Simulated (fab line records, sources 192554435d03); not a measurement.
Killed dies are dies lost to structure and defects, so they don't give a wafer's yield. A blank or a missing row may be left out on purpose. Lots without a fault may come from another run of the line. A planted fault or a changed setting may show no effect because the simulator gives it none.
Which tool did it? | flow n5_finfet | 24 lots, 72 wafers sampled, at 5 steps of a route of 1938

WHAT THE GAUGES READ, wafer by wafer
N5_FIN_CUT_OVL_MEAS_09. Usual: FIN_CUT_OVL -0.3 nm, standard deviation 0.65.
lot  | measured    | on         | FIN_CUT_OVL (nm) | flag
L074 | day 2 02:22 | overlay-02 | 0.3 0.2 0.3      |
L075 | day 2 10:16 | overlay-02 | 0.5 0.1 -0.4     |
L076 | day 2 15:01 | overlay-02 | 0.0 0.5 -0.1     |
L077 | day 2 21:09 | overlay-01 | -0.5 0.2 -0.1    |
L078 | day 3 02:47 | overlay-02 | 0.1 0.5 -0.1     |
L079 | day 3 07:47 | overlay-01 | 0.6 0.6 0.0      |
L080 | day 3 15:26 | overlay-02 | -0.4 -0.2 -1.6   |
L081 | day 3 20:16 | overlay-02 | 0.6 0.2 -0.3     |
L082 | day 4 02:35 | overlay-01 | 0.1 -0.8 -0.3    |
L083 | day 4 10:15 | overlay-01 | 0.5 0.3 0.3      |
L084 | day 4 16:02 | overlay-01 | 0.2 0.1 0.7      |
L085 | day 4 22:27 | overlay-02 | -1.4 -1.1 -0.3   |
L086 | day 5 04:49 | overlay-01 | 0.1 0.1 -0.2     |
L087 | day 5 08:32 | overlay-01 | -1.4 -0.5 -0.9   |
L088 | day 5 16:57 | overlay-01 | -0.9 -1.5 -0.3   |
L089 | day 5 21:50 | overlay-02 | -0.3 -0.7 -1.3   |
L090 | day 6 03:29 | overlay-01 | 0.9 -0.4 0.8     |
L091 | day 6 08:24 | overlay-01 | 0.1 -0.1 0.0     |
L092 | day 6 14:44 | overlay-02 | -0.2 -1.9 -0.6   |
L093 | day 6 21:48 | overlay-02 | -0.1 -0.5 -0.1   |
L094 | day 7 03:13 | overlay-02 | 0.0 -0.5 -1.0    |
L095 | day 7 09:07 | overlay-02 | -0.2 -0.5 -0.3   |
L096 | day 7 15:17 | overlay-01 | -0.6 -1.4 -0.8   |
L097 | day 7 20:30 | overlay-01 | -1.3 -0.9 -1.5   |

N5_SD_EPI_N_OVL_MEAS_10. Usual: SD_N_BLK_OVL 0.7 nm, standard deviation 0.68.
lot  | measured    | on         | SD_N_BLK_OVL (nm) | flag
L074 | day 3 00:08 | overlay-02 | 0.7 1.5 1.0       |
L075 | day 3 10:46 | overlay-02 | 1.5 0.9 0.8       |
L076 | day 3 11:48 | overlay-02 | 0.5 -0.2 0.4      |
L077 | day 3 19:00 | overlay-01 | 1.1 2.0 0.6       |
L078 | day 4 00:16 | overlay-02 | 0.8 0.3 0.5       |
L079 | day 4 04:33 | overlay-01 | 0.6 0.6 0.9       |
L080 | day 4 13:08 | overlay-02 | 1.0 0.6 1.2       |
L081 | day 4 17:34 | overlay-02 | 0.8 0.8 1.3       |
L082 | day 5 01:04 | overlay-02 | 0.5 0.6 0.6       |
L083 | day 5 14:31 | overlay-01 | 0.2 1.3 0.6       |
L084 | day 5 16:00 | overlay-01 | 0.4 -0.2 0.1      |
L085 | day 5 23:40 | overlay-01 | -0.5 1.3 0.7      |
L086 | day 6 02:40 | overlay-02 | 0.3 -1.0 0.7      |
L087 | day 6 06:33 | overlay-01 | 0.5 1.5 -0.3      |
L088 | day 6 13:56 | overlay-02 | -0.5 0.4 0.7      |
L089 | day 6 19:32 | overlay-02 | 1.5 0.9 1.8       |
L090 | day 7 01:13 | overlay-02 | 1.6 0.8 1.1       |
L091 | day 7 05:34 | overlay-01 | 0.2 -1.0 0.0      |
L092 | day 7 14:49 | overlay-02 | -0.1 0.2 0.6      |
L093 | day 7 19:10 | overlay-01 | 0.6 -0.2 1.6      |
L094 | day 8 00:47 | overlay-01 | -0.3 0.8 0.5      |
L095 | day 8 05:58 | overlay-01 | 2.5 1.2 0.8       |
L096 | day 8 13:25 | overlay-01 | 1.2 1.7 -0.3      |
L097 | day 8 21:24 | overlay-01 | 0.7 1.2 1.0       |

WHICH TOOL RAN EACH LOT (tool, then ch and the chambers of the sampled wafers, then the start)
lot  | N5_FIN_SAQP_ETCH_34               | N5_FIN_CUT_CUT_ETCH_15          | N5_DUMMY_GATE_ETCH_23
L074 | rie_diel-03 ch 0,1,3, day 2 01:26 | rie_si-04 ch 0,1,2, day 2 03:14 | rie_si-04 ch 0,1, day 2 22:45
L075 | rie_diel-03 ch 0,3, day 2 09:21   | rie_si-04 ch 0,1, day 2 11:15   | rie_si-04 ch 0,1,2, day 3 06:25
L076 | rie_diel-03 ch 0,2,3, day 2 13:50 | rie_si-05 ch 2,3, day 2 15:44   | rie_si-06 ch 0,1,2, day 3 10:21
L077 | rie_diel-03 ch 0,1,3, day 2 20:14 | rie_si-04 ch 1,2,3, day 2 21:52 | rie_si-05 ch 0,3, day 3 17:31
L078 | rie_diel-06 ch 0,2,3, day 3 01:49 | rie_si-04 ch 0,1,3, day 3 03:45 | rie_si-06 ch 0,1,2, day 3 22:54
L079 | rie_diel-01 ch 1,2, day 3 06:59   | rie_si-06 ch 0,2, day 3 08:31   | rie_si-04 ch 1,2, day 4 03:04
L080 | rie_diel-03 ch 0,1,3, day 3 14:31 | rie_si-05 ch 1,2,3, day 3 16:10 | rie_si-05 ch 1,2,3, day 4 11:45
L081 | rie_diel-01 ch 1,2, day 3 19:20   | rie_si-04 ch 1,3, day 3 20:59   | rie_si-05 ch 1,3, day 4 16:01
L082 | rie_diel-03 ch 1,2, day 4 01:47   | rie_si-05 ch 1,2,3, day 4 03:19 | rie_si-06 ch 0,1,2, day 4 22:11
L083 | rie_diel-01 ch 0,1,2, day 4 09:20 | rie_si-04 ch 0,1,3, day 4 10:59 | rie_si-06 ch 0,2,3, day 5 11:26
L084 | rie_diel-03 ch 0,1,2, day 4 15:14 | rie_si-05 ch 0,2,3, day 4 16:45 | rie_si-05 ch 1,2, day 5 13:16
L085 | rie_diel-06 ch 1,2, day 4 21:39   | rie_si-05 ch 0,1,2, day 4 23:37 | rie_si-05 ch 2,3, day 5 21:05
L086 | rie_diel-03 ch 0,1,3, day 5 03:53 | rie_si-04 ch 0,1,2, day 5 05:32 | rie_si-04 ch 2,3, day 6 00:58
L087 | rie_diel-06 ch 1,2,3, day 5 07:36 | rie_si-05 ch 0,2,3, day 5 09:28 | rie_si-05 ch 1,3, day 6 04:47
L088 | rie_diel-03 ch 0,2,3, day 5 16:10 | rie_si-04 ch 1,2,3, day 5 17:41 | rie_si-05 ch 0,1,3, day 6 12:17
L089 | rie_diel-06 ch 0,1,3, day 5 20:55 | rie_si-04 ch 0,1,2, day 5 22:43 | rie_si-06 ch 1,2,3, day 6 17:35
L090 | rie_diel-03 ch 1,2, day 6 02:40   | rie_si-05 ch 1,2,3, day 6 04:11 | rie_si-04 ch 0,2,3, day 6 23:39
L091 | rie_diel-01 ch 0,2, day 6 07:35   | rie_si-05 ch 1,2,3, day 6 09:07 | rie_si-04 ch 0,2,3, day 7 03:47
L092 | rie_diel-06 ch 1,3, day 6 13:49   | rie_si-04 ch 0,1,3, day 6 15:28 | rie_si-06 ch 1,2, day 7 11:56
L093 | rie_diel-03 ch 0,1,3, day 6 20:46 | rie_si-06 ch 0,3, day 6 22:59   | rie_si-06 ch 0,1, day 7 17:44
L094 | rie_diel-03 ch 0,1,3, day 7 02:25 | rie_si-06 ch 1,2,3, day 7 03:56 | rie_si-05 ch 0,1,3, day 7 23:02
L095 | rie_diel-06 ch 0,2,3, day 7 08:19 | rie_si-04 ch 0,1, day 7 09:50   | rie_si-05 ch 0,3, day 8 04:24
L096 | rie_diel-01 ch 0,3, day 7 14:30   | rie_si-04 ch 0,1,2, day 7 16:11 | rie_si-04 ch 0,1,2, day 8 11:25
L097 | rie_diel-06 ch 0,3, day 7 19:34   | rie_si-06 ch 0,1,3, day 7 21:13 | rie_si-04 ch 1,3, day 8 15:58
- N5_FIN_SAQP_ETCH_34: etches SiO2 in C4F6/O2, target depth 45 nm, time 15 s.
- N5_FIN_CUT_CUT_ETCH_15: etches Si in HBr/Cl2/O2, target depth 100 nm, bt time 10 s, time 42.4 s.
- N5_DUMMY_GATE_ETCH_23: etches poly-Si in HBr/Cl2/O2, target depth 41 nm, time 22.3 s.

WHAT THE TOOLS THEMSELVES READ (means of the sampled wafers that have a number; where no wafer has one, the mark that the record gives instead)
N5_FIN_SAQP_ETCH_34. Usual: drypump_motor_current_A 5.5 A, standard deviation 0.51; etch_rf_on_time_s 14.97 s, standard deviation 0.25; oes_product_au 0.67 a.u., standard deviation 0.062; rf_vpp_V 668 V, standard deviation 7.4; showerhead_plenum_p_Torr 2.86 Torr, standard deviation 0.09; throttle_valve_pct 21.07 %, standard deviation 0.24.
lot  | tool        | drypump_motor_current_A (A) | etch_rf_on_time_s (s) | oes_product_au (a.u.) | rf_vpp_V (V) | showerhead_plenum_p_Torr (Torr) | throttle_valve_pct (%) | flag
L074 | rie_diel-03 | 5.6                         | 14.97                 | 0.66                  | 668          | 2.89                            | 21.04                  |
L075 | rie_diel-03 | 6.1                         | 14.92                 | 0.62                  | 669          | 2.93                            | 21.21                  |
L076 | rie_diel-03 | 6.0                         | 14.96                 | 0.62                  | 670          | 2.87                            | 21.23                  |
L077 | rie_diel-03 | 5.6                         | 15.14                 | 0.65                  | 669          | 2.89                            | 21.06                  |
L078 | rie_diel-06 | 5.1                         | 14.81                 | 0.71                  | 666          | 2.83                            | 20.95                  |
L079 | rie_diel-01 | 5.5                         | 15.20                 | 0.63                  | 654          | 2.88                            | 21.24                  |
L080 | rie_diel-03 | 5.7                         | 15.03                 | 0.64                  | 668          | 2.88                            | 21.07                  |
L081 | rie_diel-01 | 5.3                         | 15.36                 | 0.66                  | 656          | 2.94                            | 21.30                  |
L082 | rie_diel-03 | 5.5                         | 15.13                 | 0.66                  | 667          | 2.76                            | 21.08                  |
L083 | rie_diel-01 | 5.5                         | 15.21                 | 0.64                  | 658          | 2.88                            | 21.23                  |
L084 | rie_diel-03 | 5.6                         | 14.99                 | 0.65                  | 667          | 2.82                            | 21.06                  |
L085 | rie_diel-06 | 5.3                         | 14.67                 | 0.72                  | 675          | 2.81                            | 21.09                  |
L086 | rie_diel-03 | 5.6                         | 15.01                 | 0.64                  | 668          | 2.88                            | 21.10                  |
L087 | rie_diel-06 | 5.2                         | 14.71                 | 0.72                  | 675          | 2.80                            | 20.93                  |
L088 | rie_diel-03 | 5.9                         | 15.01                 | 0.60                  | 669          | 2.86                            | 21.27                  |
L089 | rie_diel-06 | 5.1                         | 14.95                 | 0.69                  | 667          | 2.86                            | 21.00                  |
L090 | rie_diel-03 | 5.5                         | 15.33                 | 0.64                  | 667          | 2.75                            | 21.10                  |
L091 | rie_diel-01 | 5.5                         | 15.08                 | 0.65                  | 664          | 2.87                            | 21.26                  |
L092 | rie_diel-06 | 5.2                         | 15.03                 | 0.70                  | 677          | 2.85                            | 20.96                  |
L093 | rie_diel-03 | 5.7                         | 14.91                 | 0.72                  | 668          | 2.87                            | 21.00                  |
L094 | rie_diel-03 | 5.7                         | 14.95                 | 0.71                  | 667          | 2.87                            | 21.00                  |
L095 | rie_diel-06 | 5.1                         | 14.68                 | 0.67                  | 666          | 2.82                            | 21.01                  |
L096 | rie_diel-01 | 6.3                         | 14.78                 | 0.70                  | 673          | 2.93                            | 20.87                  |
L097 | rie_diel-06 | 5.0                         | 15.21                 | 0.67                  | 667          | 2.81                            | 20.87                  |

N5_FIN_CUT_CUT_ETCH_15. Usual: drypump_motor_current_A 6.1 A, standard deviation 0.38; oes_product_au 1.001 a.u., standard deviation 0.021; throttle_valve_pct 37.0 %, standard deviation 0.33.
lot  | tool      | drypump_motor_current_A (A) | oes_product_au (a.u.) | throttle_valve_pct (%) | flag
L074 | rie_si-04 | 6.3                         | 0.989                 | 37.2                   |
L075 | rie_si-04 | 6.0                         | 0.995                 | 37.3                   |
L076 | rie_si-05 | 5.8                         | 1.017                 | 36.8                   |
L077 | rie_si-04 | 6.1                         | 1.000                 | 37.1                   |
L078 | rie_si-04 | 5.9                         | 1.009                 | 37.2                   |
L079 | rie_si-06 | 6.2                         | 0.988                 | 37.0                   |
L080 | rie_si-05 | 6.1                         | 0.995                 | 36.8                   |
L081 | rie_si-04 | 5.8                         | 1.017                 | 37.1                   |
L082 | rie_si-05 | 6.1                         | 0.997                 | 36.8                   |
L083 | rie_si-04 | 6.0                         | 1.004                 | 37.2                   |
L084 | rie_si-05 | 6.0                         | 1.004                 | 36.9                   |
L085 | rie_si-05 | 6.1                         | 1.008                 | 36.6                   |
L086 | rie_si-04 | 6.2                         | 0.998                 | 37.2                   |
L087 | rie_si-05 | 6.0                         | 1.005                 | 36.9                   |
L088 | rie_si-04 | 6.1                         | 1.007                 | 37.1                   |
L089 | rie_si-04 | 6.2                         | 0.990                 | 37.2                   |
L090 | rie_si-05 | 6.1                         | 0.995                 | 36.8                   |
L091 | rie_si-05 | 6.1                         | 0.997                 | 36.8                   |
L092 | rie_si-04 | 6.0                         | 1.005                 | 37.2                   |
L093 | rie_si-06 | 5.8                         | 1.003                 | 37.4                   |
L094 | rie_si-06 | 5.6                         | 1.017                 | 37.4                   |
L095 | rie_si-04 | 5.9                         | 1.009                 | 37.2                   |
L096 | rie_si-04 | 6.2                         | 0.990                 | 37.2                   |
L097 | rie_si-06 | 5.8                         | 1.011                 | 37.1                   |

N5_DUMMY_GATE_ETCH_23. Usual: drypump_motor_current_A 6.0 A, standard deviation 0.38; oes_product_au 1.002 a.u., standard deviation 0.023; throttle_valve_pct 37.1 %, standard deviation 0.38.
lot  | tool      | drypump_motor_current_A (A) | oes_product_au (a.u.) | throttle_valve_pct (%) | flag
L074 | rie_si-04 | 5.9                         | 1.017                 | 37.2                   |
L075 | rie_si-04 | 6.2                         | 0.997                 | 37.3                   |
L076 | rie_si-06 | 5.9                         | 0.997                 | 37.1                   |
L077 | rie_si-05 | 6.1                         | 1.017                 | 37.0                   |
L078 | rie_si-06 | 5.9                         | 1.003                 | 37.1                   |
L079 | rie_si-04 | 6.0                         | 1.012                 | 37.1                   |
L080 | rie_si-05 | 6.1                         | 0.990                 | 36.9                   |
L081 | rie_si-05 | 6.3                         | 0.987                 | 37.1                   |
L082 | rie_si-06 | 5.9                         | 1.005                 | 37.1                   |
L083 | rie_si-06 | 5.9                         | 0.998                 | 37.4                   |
L084 | rie_si-05 | 6.2                         | 0.995                 | 36.6                   |
L085 | rie_si-05 | 5.9                         | 1.006                 | 36.9                   |
L086 | rie_si-04 | 6.5                         | 0.979                 | 37.2                   |
L087 | rie_si-05 | 6.4                         | 0.981                 | 36.8                   |
L088 | rie_si-05 | 6.2                         | 1.000                 | 36.9                   |
L089 | rie_si-06 | 5.6                         | 1.014                 | 37.4                   |
L090 | rie_si-04 | 6.3                         | 0.994                 | 37.3                   |
L091 | rie_si-04 | 6.3                         | 0.989                 | 37.3                   |
L092 | rie_si-06 | 5.8                         | 1.007                 | 37.3                   |
L093 | rie_si-06 | 5.8                         | 1.013                 | 36.8                   |
L094 | rie_si-05 | 6.3                         | 0.994                 | 36.9                   |
L095 | rie_si-05 | 6.1                         | 1.007                 | 37.0                   |
L096 | rie_si-04 | 6.2                         | 0.997                 | 37.3                   |
L097 | rie_si-04 | 5.8                         | 1.034                 | 37.1                   |

THE ANSWER, worked out from the rows above alone
Rule: a lot is off if the mean of its wafers that have a number lies more than 3 standard deviations from the usual mean. A lot without any number at a reading at which 4 lots or more have one is off too. The other lots that the step has rows for count as sound. The gauges are gone through in route order, then the tools' own readings, and for those a lot's mean is taken as printed above. The first step at which some lot is off is used, and at that step the reading that is off furthest; a lot without a number counts as furthest.
No lot is off at any reading shown: from this, nothing can be told.

WHAT THE SIMULATOR HAD PUT IN
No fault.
